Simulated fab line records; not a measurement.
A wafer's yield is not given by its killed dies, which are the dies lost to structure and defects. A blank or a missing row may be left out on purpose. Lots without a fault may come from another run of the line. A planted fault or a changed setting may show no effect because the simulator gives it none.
fab line records || flow n5Finfet
record: {"lots": 4, "wafers": 12, "lastDay": 18}
route steps=1938 shown BEOL_M9@1401
lots with no fault: from the same line, run without faults
startH: the number of hours between the record's first day and the start of the first shown wafer of the lot || waitH: time in hours since the lot's previous step || " repeats the value in the row above || L1.1+2: several wafers, shown together as one row || - no value, or no start was given || * or withheld: withheld || < > ~ a bound
route shown NAME@n: a module of which the file shows steps, and the number in the route of the first || usual: mean/standard deviation taken from wafers without a fault || same: alike in all rows || chamber/n: place in a boat || sites: each site's reading || _std_site: their standard deviation || _edge_site: the outer-site mean with the inner-site mean subtracted || radiusMm: for every site, how far away it sits from the centre of the wafer || mask NAME#n: copy n || behind: the most recent tool/chamber to have shaped the wafer || hold: why the lot was held/for how many hours/how that ended || device: which transistor (n, p or np) failed to switch || end of line: the route-end tests of the same wafers || a step without rows: its recipe alone || killed: dies lost to structure and defects at the first sort, not the wafer's yield || map: shows each die of a wafer: x if killed, . if not, _ if none is there
set.NAME: the setting that was run; set.NAME@STEP: the one run at that earlier step || model.NAME: the simulator's own value behind a step, which no gauge read
certain route steps with their lots: each step a table, each wafer a row
services: the hour from which a tool's chamber was out of use, counted from the record's first day as startH (under 0 if before that day), plus the number of hours and why
== steps ==
step: N5_BEOL_M9_ILD_DEP_00
recipe: {"material": "SiCOH_lowk", "targetThkA": 3085.1, "tempC": 300, "precursor": "DEMS/porogen", "pressureTorr": 5, "rfW": 500, "timeS": 58}
step: N5_BEOL_M9_CURE_71
recipe: {"tempC": 385, "timeS": 240, "ambient": "He/Ar", "material": "SiCOH_lowk"}
step: N5_BEOL_M9_PECVD_70
recipe: {"material": "SiO2", "targetThkA": 200, "tempC": 400, "precursor": "TEOS/O2", "pressureTorr": 5.5, "rfW": 450, "teosFlowSccm": 53.8, "gas": "O2", "flowSccm": 3000, "timeS": 22.7}
step: N5_BEOL_M9_HM_DEP_02
recipe: {"material": "TiN", "targetThkA": 200, "tempC": 25, "chamberPressurePa": 0.49996}
step: N5_BEOL_M9_COAT_59
recipe: {"resist": "SOC", "tempC": 250, "timeS": 60, "spinRpm": 1500, "resistThkNm": 100}
step: N5_BEOL_M9_COAT_60
recipe: {"resist": "SiARC", "tempC": 220, "timeS": 60, "spinRpm": 1500, "resistThkNm": 30}
step: N5_BEOL_M9_COAT_05
recipe: {"resist": "CAR-ArF", "spinRpm": 1500, "resistThkNm": 90}
step: N5_BEOL_M9_EBR_07
recipe: {"solvent": "PGMEA", "ebrWidthMm": 1.5}
step: N5_BEOL_M9_SOFTBAKE_06
recipe: {"tempC": 110, "timeS": 60, "resist": "CAR-ArF"}
step: N5_BEOL_M9_EXPOSE_08
recipe: {"maskId": "M9", "na": 1.35, "sourceShape": "dipole", "sigmaInner": 0.411, "sigmaOuter": 0.611, "polarization": "te", "doseMj": 53.75}
usual: {"exposureDoseMJCm2": "53.72/0.06"}
{"lot.wafer": "L678.4", "tool": "arfiScanner-01", "chamber": 0, "startH": 251.01, "waitH": "-", "mask": "M9#0", "exposureDoseMJCm2": 53.62}
{"lot.wafer": "L678.5", "tool": "arfiScanner-01", "chamber": 0, "startH": 251.01, "waitH": "-", "mask": "M9#0", "exposureDoseMJCm2": 53.73}
{"lot.wafer": "L678.6", "tool": "arfiScanner-01", "chamber": 0, "startH": 251.01, "waitH": "-", "mask": "M9#0", "exposureDoseMJCm2": 53.71}
{"lot.wafer": "L687.4", "tool": "arfiScanner-01", "chamber": 0, "startH": 321.40, "waitH": "-", "mask": "M9#0", "exposureDoseMJCm2": 52.44}
{"lot.wafer": "L687.5", "tool": "arfiScanner-01", "chamber": 0, "startH": 321.40, "waitH": "-", "mask": "M9#0", "exposureDoseMJCm2": 52.56}
{"lot.wafer": "L687.6", "tool": "arfiScanner-01", "chamber": 0, "startH": 321.40, "waitH": "-", "mask": "M9#0", "exposureDoseMJCm2": 52.45}
{"lot.wafer": "L686.1", "tool": "arfiScanner-01", "chamber": 0, "startH": 322.86, "waitH": "-", "mask": "M9#0", "exposureDoseMJCm2": 52.64}
{"lot.wafer": "L686.2", "tool": "arfiScanner-01", "chamber": 0, "startH": 322.86, "waitH": "-", "mask": "M9#0", "exposureDoseMJCm2": 52.72}
{"lot.wafer": "L686.6", "tool": "arfiScanner-01", "chamber": 0, "startH": 322.86, "waitH": "-", "mask": "M9#0", "exposureDoseMJCm2": 52.68}
{"lot.wafer": "L696.1", "tool": "arfiScanner-03", "chamber": 0, "startH": 370.38, "waitH": "-", "mask": "M9#0", "exposureDoseMJCm2": 53.90}
{"lot.wafer": "L696.4", "tool": "arfiScanner-03", "chamber": 0, "startH": 370.38, "waitH": "-", "mask": "M9#0", "exposureDoseMJCm2": 53.78}
{"lot.wafer": "L696.5", "tool": "arfiScanner-03", "chamber": 0, "startH": 370.38, "waitH": "-", "mask": "M9#0", "exposureDoseMJCm2": 53.80}
step: N5_BEOL_M9_PEB_09
recipe: {"pebTempC": "withheld", "pebTimeS": 60, "resist": "CAR-ArF"}
step: N5_BEOL_M9_DEVELOP_10
recipe: {"developTimeS": 30, "developer": "TMAH", "resist": "CAR-ArF", "rinseLiquid": "diw", "dry": "airSpin", "devTempC": 23}
step: N5_BEOL_M9_DESCUM_16
recipe: {"chemistry": "O2", "timeS": 7.9, "sourcePowerW": 50, "biasPowerW": 20, "pressureMtorr": 20, "rfFrequencyHz": 2.712e+07, "tempC": 40, "resist": "CAR-ArF", "o2FlowSccm": 225}
step: N5_BEOL_M9_ETCH_61
recipe: {"chemistry": "CF4", "target": "SiARC", "targetDepthA": 390, "maskMaterial": "CAR-ArF", "timeS": 65, "ionEnergyEv": 80, "pressureMtorr": 40, "sourceW": 545, "biasW": 36, "Ar_flow_sccm": 100, "cf4FlowSccm": 100, "ends": "cleared"}
usual: {"drypumpMotorCurrentA": "5.6/0.34", "etchRfOnTimeS": "65.8/1.6", "oesProductAu": "0.68/0.081", "rfVppV": "184.2/1.1", "showerheadPlenumPTorr": "2.15/0.069", "throttleValvePct": "15.56/0.23"}
{"lot.wafer": "L678.4", "tool": "rieDiel-05", "chamber": 1, "startH": 251.66, "waitH": 0.0, "drypumpMotorCurrentA": 5.1, "etchRfOnTimeS": 65.1, "oesProductAu": 0.72, "rfHoursCounterH": 55, "rfVppV": 185.3, "showerheadPlenumPTorr": 2.18, "throttleValvePct": 15.45, "model.BEOL_M9.cdOffsetNm": 0}
{"lot.wafer": "L678.5", "tool": "rieDiel-05", "chamber": 1, "startH": 251.66, "waitH": 0.0, "drypumpMotorCurrentA": 5.1, "etchRfOnTimeS": 64.7, "oesProductAu": 0.72, "rfHoursCounterH": "-", "rfVppV": 184.1, "showerheadPlenumPTorr": 2.18, "throttleValvePct": 15.46, "model.BEOL_M9.cdOffsetNm": -0.4}
{"lot.wafer": "L678.6", "tool": "rieDiel-05", "chamber": 0, "startH": 251.66, "waitH": 0.0, "drypumpMotorCurrentA": 5.3, "etchRfOnTimeS": 67.8, "oesProductAu": 0.60, "rfHoursCounterH": "-", "rfVppV": 183.9, "showerheadPlenumPTorr": 2.12, "throttleValvePct": 15.61, "model.BEOL_M9.cdOffsetNm": 0}
{"lot.wafer": "L687.4", "tool": "rieDiel-02", "chamber": 3, "startH": 321.63, "waitH": 0.0, "drypumpMotorCurrentA": 5.5, "etchRfOnTimeS": 64.5, "oesProductAu": 0.75, "rfHoursCounterH": 32, "rfVppV": 185.3, "showerheadPlenumPTorr": 2.09, "throttleValvePct": 15.58, "model.BEOL_M9.cdOffsetNm": -1.6}
{"lot.wafer": "L687.5", "tool": "rieDiel-02", "chamber": 2, "startH": 321.63, "waitH": 0.0, "drypumpMotorCurrentA": 5.7, "etchRfOnTimeS": 65.3, "oesProductAu": 0.75, "rfHoursCounterH": "-", "rfVppV": 184.2, "showerheadPlenumPTorr": 2.18, "throttleValvePct": 15.26, "model.BEOL_M9.cdOffsetNm": -1.6}
{"lot.wafer": "L687.6", "tool": "rieDiel-02", "chamber": 3, "startH": 321.63, "waitH": 0.0, "drypumpMotorCurrentA": 5.4, "etchRfOnTimeS": 64.6, "oesProductAu": 0.75, "rfHoursCounterH": "-", "rfVppV": 183.3, "showerheadPlenumPTorr": 2.09, "throttleValvePct": 15.58, "model.BEOL_M9.cdOffsetNm": -1.2}
{"lot.wafer": "L686.1", "tool": "rieDiel-02", "chamber": 1, "startH": 323.24, "waitH": 0.0, "drypumpMotorCurrentA": 5.9, "etchRfOnTimeS": 67.0, "oesProductAu": 0.75, "rfHoursCounterH": 18, "rfVppV": 184.1, "showerheadPlenumPTorr": 2.18, "throttleValvePct": 15.19, "model.BEOL_M9.cdOffsetNm": -0.6}
{"lot.wafer": "L686.2", "tool": "rieDiel-02", "chamber": 3, "startH": 323.24, "waitH": 0.0, "drypumpMotorCurrentA": 5.5, "etchRfOnTimeS": 64.3, "oesProductAu": 0.74, "rfHoursCounterH": 33, "rfVppV": 183.4, "showerheadPlenumPTorr": 2.09, "throttleValvePct": 15.59, "model.BEOL_M9.cdOffsetNm": -1.6}
{"lot.wafer": "L686.6", "tool": "rieDiel-02", "chamber": 0, "startH": 323.24, "waitH": 0.0, "drypumpMotorCurrentA": 5.3, "etchRfOnTimeS": 67.5, "oesProductAu": 0.59, "rfHoursCounterH": "-", "rfVppV": 182.4, "showerheadPlenumPTorr": 2.03, "throttleValvePct": 15.85, "model.BEOL_M9.cdOffsetNm": -1.6}
{"lot.wafer": "L696.1", "tool": "rieDiel-04", "chamber": 1, "startH": 370.93, "waitH": 0.0, "drypumpMotorCurrentA": 5.9, "etchRfOnTimeS": 68.1, "oesProductAu": 0.57, "rfHoursCounterH": 229, "rfVppV": 184.0, "showerheadPlenumPTorr": 2.21, "throttleValvePct": 15.69, "model.BEOL_M9.cdOffsetNm": 0.8}
{"lot.wafer": "L696.4", "tool": "rieDiel-04", "chamber": 0, "startH": 370.93, "waitH": 0.0, "drypumpMotorCurrentA": 5.7, "etchRfOnTimeS": 70.2, "oesProductAu": 0.57, "rfHoursCounterH": 243, "rfVppV": 185.6, "showerheadPlenumPTorr": 2.11, "throttleValvePct": 16.07, "model.BEOL_M9.cdOffsetNm": 0}
{"lot.wafer": "L696.5", "tool": "rieDiel-04", "chamber": 0, "startH": 370.93, "waitH": 0.0, "drypumpMotorCurrentA": 5.7, "etchRfOnTimeS": 70.5, "oesProductAu": 0.57, "rfHoursCounterH": "-", "rfVppV": 182.8, "showerheadPlenumPTorr": 2.11, "throttleValvePct": 16.06, "model.BEOL_M9.cdOffsetNm": 0.8}
step: N5_BEOL_M9_ETCH_62
recipe: {"chemistry": "N2/H2", "target": "SOC", "targetDepthA": 1100, "overetchA": 220, "maskMaterial": "SiARC", "tempC": 40, "timeS": 165, "ionEnergyEv": 200, "pressureMtorr": 30, "sourceW": 840, "biasW": 150, "n2FlowSccm": 200, "h2FlowSccm": 200}
step: N5_BEOL_M9_STRIP_68
recipe: {"chemistry": "N2/H2", "tempC": 40, "n2FlowSccm": 200, "h2FlowSccm": 200, "rfFrequencyHz": 6e+07}
step: N5_BEOL_M9_STRIP_67
recipe: {"chemistry": "CF4", "resist": "SiARC", "powerW": 300, "biasPowerW": 75, "pressureMtorr": 50, "cf4FlowSccm": 150, "rfFrequencyHz": 6e+07}
step: N5_BEOL_M9_HM_OPEN_17
recipe: {"chemistry": "Cl2/BCl3", "targetDepthA": 200, "overetchA": 60, "target": "TiN", "maskMaterial": "SOC", "ionEnergyEv": 150, "pressureMtorr": 10, "icpW": 1000, "biasW": 126, "Cl2_flow_sccm": 53.25, "bcl3FlowSccm": 21.75, "Ar_flow_sccm": 25}
usual: {"drypumpMotorCurrentA": "5.8/0.42", "oesProductAu": "0.70/0.064", "throttleValvePct": "22.16/0.24"}
{"lot.wafer": "L678.4", "tool": "rieMetal-03", "chamber": 1, "startH": 251.92, "waitH": 0.1, "drypumpMotorCurrentA": 5.8, "oesProductAu": 0.75, "rfHoursCounterH": "-", "throttleValvePct": 21.91, "model.BEOL_M9.cdOffsetNm": 0.2}
{"lot.wafer": "L678.5", "tool": "rieMetal-03", "chamber": 1, "startH": 251.92, "waitH": 0.1, "drypumpMotorCurrentA": 5.8, "oesProductAu": 0.76, "rfHoursCounterH": "-", "throttleValvePct": 21.90, "model.BEOL_M9.cdOffsetNm": 0}
{"lot.wafer": "L678.6", "tool": "rieMetal-03", "chamber": 0, "startH": 251.92, "waitH": 0.1, "drypumpMotorCurrentA": 5.7, "oesProductAu": 0.77, "rfHoursCounterH": "-", "throttleValvePct": 22.02, "model.BEOL_M9.cdOffsetNm": -0.2}
{"lot.wafer": "L687.4", "tool": "rieMetal-01", "chamber": 1, "startH": 321.89, "waitH": 0.1, "drypumpMotorCurrentA": 6.3, "oesProductAu": 0.58, "rfHoursCounterH": "-", "throttleValvePct": 22.66, "model.BEOL_M9.cdOffsetNm": -1.6}
{"lot.wafer": "L687.5", "tool": "rieMetal-01", "chamber": 0, "startH": 321.89, "waitH": 0.1, "drypumpMotorCurrentA": 5.7, "oesProductAu": 0.62, "rfHoursCounterH": "-", "throttleValvePct": 22.08, "model.BEOL_M9.cdOffsetNm": -1.6}
{"lot.wafer": "L687.6", "tool": "rieMetal-01", "chamber": 1, "startH": 321.89, "waitH": 0.1, "drypumpMotorCurrentA": 6.2, "oesProductAu": 0.58, "rfHoursCounterH": "-", "throttleValvePct": 22.66, "model.BEOL_M9.cdOffsetNm": -1.2}
{"lot.wafer": "L686.1", "tool": "rieMetal-01", "chamber": 0, "startH": 323.48, "waitH": 0.0, "drypumpMotorCurrentA": 5.7, "oesProductAu": 0.63, "rfHoursCounterH": 66, "throttleValvePct": 22.05, "model.BEOL_M9.cdOffsetNm": -0.4}
{"lot.wafer": "L686.2", "tool": "rieMetal-01", "chamber": 1, "startH": 323.48, "waitH": 0.0, "drypumpMotorCurrentA": 6.2, "oesProductAu": 0.59, "rfHoursCounterH": 78, "throttleValvePct": 22.63, "model.BEOL_M9.cdOffsetNm": -1.6}
{"lot.wafer": "L686.6", "tool": "rieMetal-01", "chamber": 1, "startH": 323.48, "waitH": 0.0, "drypumpMotorCurrentA": 6.2, "oesProductAu": 0.59, "rfHoursCounterH": "-", "throttleValvePct": 22.62, "model.BEOL_M9.cdOffsetNm": -1.6}
{"lot.wafer": "L696.1", "tool": "rieMetal-02", "chamber": 1, "startH": 371.17, "waitH": 0.0, "drypumpMotorCurrentA": 6.4, "oesProductAu": 0.72, "rfHoursCounterH": 27, "throttleValvePct": 22.19, "model.BEOL_M9.cdOffsetNm": 0.6}
{"lot.wafer": "L696.4", "tool": "rieMetal-02", "chamber": 1, "startH": 371.17, "waitH": 0.0, "drypumpMotorCurrentA": 6.4, "oesProductAu": 0.72, "rfHoursCounterH": "-", "throttleValvePct": 22.21, "model.BEOL_M9.cdOffsetNm": 0}
{"lot.wafer": "L696.5", "tool": "rieMetal-02", "chamber": 1, "startH": 371.17, "waitH": 0.0, "drypumpMotorCurrentA": 6.4, "oesProductAu": 0.71, "rfHoursCounterH": "-", "throttleValvePct": 22.18, "model.BEOL_M9.cdOffsetNm": 0.6}
step: N5_BEOL_M9_STRIP_19
recipe: {"chemistry": "O2", "powerW": 400, "tempC": 40, "pressureMtorr": 30, "rfFrequencyHz": 6e+07, "biasPowerW": 0, "overashFraction": 0.2, "o2FlowSccm": 225}
== services ==
{"tool": "rieDiel-02", "chamber": 1, "startH": 228.55, "hours": "-", "kind": "clean"}
{"tool": "rieDiel-02", "chamber": 1, "startH": 228.55, "hours": "-", "kind": "consumableReplace:focusRing"}
{"tool": "arfiScanner-01", "chamber": "-", "startH": 234.45, "hours": 5.4, "kind": "repair"}
{"tool": "rieMetal-02", "chamber": "-", "startH": 235.86, "hours": 2.8, "kind": "pm"}
{"tool": "rieDiel-04", "chamber": 2, "startH": 240.24, "hours": 10.5, "kind": "repair"}
{"tool": "rieMetal-01", "chamber": "-", "startH": 242.61, "hours": 0.2, "kind": "repair"}
{"tool": "arfiScanner-03", "chamber": "-", "startH": 248.90, "hours": 1.3, "kind": "pm"}
{"tool": "arfiScanner-03", "chamber": "-", "startH": 250.32, "hours": 1.7, "kind": "repair"}
{"tool": "rieDiel-02", "chamber": "-", "startH": 257.01, "hours": 2.8, "kind": "pm"}
{"tool": "rieDiel-02", "chamber": 3, "startH": 261.30, "hours": 17.6, "kind": "repair"}
{"tool": "arfiScanner-01", "chamber": "-", "startH": 277.96, "hours": 8.8, "kind": "repair"}
{"tool": "arfiScanner-01", "chamber": "-", "startH": 305.15, "hours": 0.9, "kind": "repair"}
{"tool": "rieDiel-02", "chamber": 1, "startH": 307.24, "hours": 11.4, "kind": "repair"}
{"tool": "arfiScanner-03", "chamber": "-", "startH": 321.22, "hours": 1.0, "kind": "pm"}
{"tool": "arfiScanner-01", "chamber": "-", "startH": 328.58, "hours": 4.9, "kind": "pm"}
{"tool": "rieDiel-05", "chamber": "-", "startH": 330.98, "hours": 14.6, "kind": "pm"}
{"tool": "arfiScanner-03", "chamber": "-", "startH": 332.93, "hours": 0.8, "kind": "pm"}
{"tool": "arfiScanner-01", "chamber": 0, "startH": 336.28, "hours": "-", "kind": "calibration"}
{"tool": "arfiScanner-01", "chamber": "-", "startH": 340.63, "hours": 1.0, "kind": "pm"}
{"tool": "arfiScanner-01", "chamber": "-", "startH": 342.00, "hours": 1.3, "kind": "pm"}
{"tool": "arfiScanner-03", "chamber": "-", "startH": 349.99, "hours": 0.4, "kind": "repair"}
{"tool": "rieMetal-01", "chamber": 1, "startH": 350.01, "hours": 16.2, "kind": "repair"}
{"tool": "arfiScanner-01", "chamber": "-", "startH": 358.01, "hours": 0.8, "kind": "pm"}
{"tool": "arfiScanner-01", "chamber": "-", "startH": 363.31, "hours": 2.1, "kind": "repair"}
== key ==
firstSign: {"step": "N5_BEOL_M9_EXPOSE_08", "reading": "exposureDoseMJCm2", "direction": "down", "sigmas": 19, "usual": 53.72, "struck": 52.58}
effect none on later readings
modelEffect: {"step": "N5_BEOL_M9_ETCH_61", "value": "BEOL_M9.cdOffsetNm", "without": -0.2667, "struck": -1.367}
modelEffect: {"step": "N5_BEOL_M9_HM_OPEN_17", "value": "BEOL_M9.cdOffsetNm", "without": -0.2, "struck": -1.333}
metAt N5_BEOL_M9_EXPOSE_08
struckWafers L686.1,L686.2,L686.6,L687.4,L687.5,L687.6
loopTrim: {"step": "N5_BEOL_M9_EXPOSE_08", "setting": "dose", "lots": "L686"}
baselineLoss: {"step": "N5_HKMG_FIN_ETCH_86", "wafers": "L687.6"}
onsetBetween 251.01 321.40
fault: {"kind": "processParameterDrift", "tool": "arfiScanner-01", "chamber": "-", "onsetH": 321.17, "steps": "N5_BEOL_M9_EXPOSE_08", "channel": "doseMj", "offset": -1.209, "shape": "step", "actsIn": "theseRecipesOnly", "stated": 53.75}
loopTrim: a control loop set the setting to another value than it would have without faults
baselineLoss: these wafers lose ten dies or more at that step, a loss of the line's own and not of a fault; the sort's usual values leave them out
